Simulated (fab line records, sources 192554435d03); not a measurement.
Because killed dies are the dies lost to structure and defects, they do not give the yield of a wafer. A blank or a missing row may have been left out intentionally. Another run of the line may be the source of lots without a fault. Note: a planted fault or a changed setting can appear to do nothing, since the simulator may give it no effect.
Chamber matching ; flow n5 finfet ; N5_FIN_SAQP_STRIP_77 on rie diel-05: 4 sister chambers
The step strips in N2/H2, time 90 s. 4 wafers are shown with their chamber, then 8 later ones without.

## WAFERS PAIRED WITH THEIR CHAMBERS
wafer;chamber;showerhead plenum p Torr (Torr)
L087.4;3;3.31
L090.1;2;3.44
L090.2;0;3.46
L091.1;1;3.51

## WAFERS WITH NO CHAMBER GIVEN
wafer;showerhead plenum p Torr (Torr)
L091.3;3.44
L091.4;3.46
L093.1;3.44
L093.2;3.30
L093.6;3.46
L094.2;3.46
L094.5;3.44
L094.6;3.50

## CHAMBER TAKEN BY EACH
wafer;from the rows above;in truth
L091.3;2;2
L091.4;0;0
L093.1;2;2
L093.2;3;3
L093.6;0;0
L094.2;0;0
L094.5;2;2
L094.6;1;1
Correct placement for 8 of the 8. Not placeable from these rows: 0. 0 placed wrongly.
How it was worked out, from the rows above alone: a wafer's distance from a chamber is the root of the sum, over the readings, of the square of ((its reading less the chamber's mean) divided by the reading's scatter). If the next closest chamber is less than 2 further off than the closest, the wafer can't be placed; otherwise it belongs to the closest. The mean given for a chamber averages the wafers shown for that chamber. The scatter: root of mean squared gap, hidden wafer to nearest shown wafer, with one shown wafer a chamber.
